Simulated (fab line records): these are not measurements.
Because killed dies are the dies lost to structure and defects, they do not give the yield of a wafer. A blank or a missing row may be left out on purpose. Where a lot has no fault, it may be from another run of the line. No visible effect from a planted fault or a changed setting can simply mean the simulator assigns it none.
Comparing a struck lot with a sound one + flow nand_harc + 32 out of 1302 route steps
Sound: these wafers, L779.3, L779.5, L779.6. Struck: wafer L785.1. (L785.3, L785.5 of the same lot were not struck and are left out.) The cause comes at the end.
Per side, at each step with rows, come the tool, then ch with its chambers, and then its first start. Under that, the readings that differ: sound wafers + struck wafers + difference of the means + sigmas: that difference in standard deviations of wafers without a fault.
alike: words and numbers the same on both sides, and readings whose means are apart by under 2 such deviations; not compared: readings that were withheld, readings missing a value for some wafer, numbers with overlapping values and no deviation given by the record, and bounds like >300 which may hide the same value.
Wherever a step has rows on one side only, a row that says differs or no value, or a row with sigmas, the two part there. Numbers that have no deviation but don't overlap get no sigmas and don't part them. Lack of a reading on every wafer of one side parts them only where that side has two or more wafers.

first, 1 step without rows for these wafers: NHARC_THIN_TSV_DEGAS_49 (time 120 s).
NHARC_THIN_TSV_PRE_CLEAN_50: time 30 s.
  sound on pvd_sputter-03; struck on pvd_sputter-03
  alike: heater_power_w
NHARC_THIN_TSV_PVD_19: deposits TaN, target thk 20 nm.
  sound on pvd_sputter-03; struck on pvd_sputter-03
  alike: throttle_valve_pct
NHARC_THIN_TSV_PVD_51: deposits Cu, target thk 100 nm.
  sound on pvd_sputter-03; struck on pvd_sputter-03
  alike: throttle_valve_pct
then, 1 step without rows for these wafers: NHARC_THIN_TSV_ECD_20 (material Cu, target thk 2000 nm).
NHARC_THIN_TSV_ANNEAL_52: time 90 s.
  sound on rtp_anneal-01 ch 0, day 26 11:27; struck on rtp_anneal-01 ch 0, day 29 11:28
  alike: anneal_temp_c, wafer_temp_C_max
NHARC_THIN_TSV_CMP_21: polishes, t overpolish 30 s, target thk 2000 nm.
  sound on cmp-04 ch 1,2,3, day 26 11:47; struck on cmp-02 ch 1, day 29 11:49
  alike: motor_current_A, overpolish_run_s
then, 4 steps without rows for these wafers: NHARC_THIN_TSV_SRD_23; NHARC_THIN_TSV_DEGAS_53 (time 60 s); NHARC_THIN_TSV_PRE_CLEAN_54 (time 30 s); NHARC_THIN_TSV_PVD_55 (deposits TiN, target thk 50 nm).
NHARC_THIN_TSV_PVD_24: deposits Al, target thk 800 nm.
  sound on pvd_sputter-01, day 26 12:31; struck on pvd_sputter-01, day 29 12:41
then, 8 steps without rows for these wafers: NHARC_THIN_TSV_DEHYDRATE_25 (time 120 s); NHARC_THIN_TSV_HMDS_26 (time 30 s); NHARC_THIN_TSV_COAT_27; NHARC_THIN_TSV_SOFTBAKE_28 (time 95 s); NHARC_THIN_TSV_EBR_29; NHARC_THIN_TSV_EXPOSE_30 (exposes mask PAD); NHARC_THIN_TSV_PEB_31 (peb time 85 s); NHARC_THIN_TSV_DEVELOP_32 (time 70 s).
NHARC_THIN_TSV_CD_MEAS_33 targets a cd of 5000 nm.
  sound on cd_sem-03 ch 0, day 26 13:17; struck on cd_sem-03 ch 0, day 29 13:17
  alike: cd_nm
then, 6 steps without rows for these wafers: NHARC_THIN_TSV_HARDBAKE_34 (time 80 s); NHARC_THIN_TSV_DESCUM_35 (chemistry O2, time 3 s); NHARC_THIN_TSV_ETCH_59 (etches the open film in Cl2/BCl3, target depth 880 nm, time 138.1 s); NHARC_THIN_TSV_ETCH_36 (etches the open film in Cl2/BCl3, target depth 65 nm, time 18.571 s); NHARC_THIN_TSV_STRIP_56 (strips in O2); NHARC_THIN_TSV_STRIP_57 (strips in post etch residue remover, time 1200 s).
NHARC_THIN_TSV_CD_MEAS_37:
  sound on cd_sem-03, day 26 14:44; struck on cd_sem-03, day 29 14:43
  alike: cd_nm
then, 1 step without rows for these wafers: NHARC_THIN_TSV_ANNEAL_58 (time 1800 s).
NHARC_THIN_TSV_INSPECT_40:
  sound on defect_inspect-01, day 26 20:10; struck on defect_inspect-02, day 29 18:14
  alike: raw_defect_count
NHARC_END_WLT_00:
  rows exist in the record for the sound wafers here (prober-02, day 26 21:12), none for the struck ones
NHARC_END_SORT_01:
  at this point the record logs the struck wafers (prober-01 ch 0, day 29 21:18) and has no rows for the sound ones

## WHERE THEY PART
Last at NHARC_END_SORT_01 as far as this record goes, first at NHARC_END_WLT_00.

WHY: what had been put in by the simulator
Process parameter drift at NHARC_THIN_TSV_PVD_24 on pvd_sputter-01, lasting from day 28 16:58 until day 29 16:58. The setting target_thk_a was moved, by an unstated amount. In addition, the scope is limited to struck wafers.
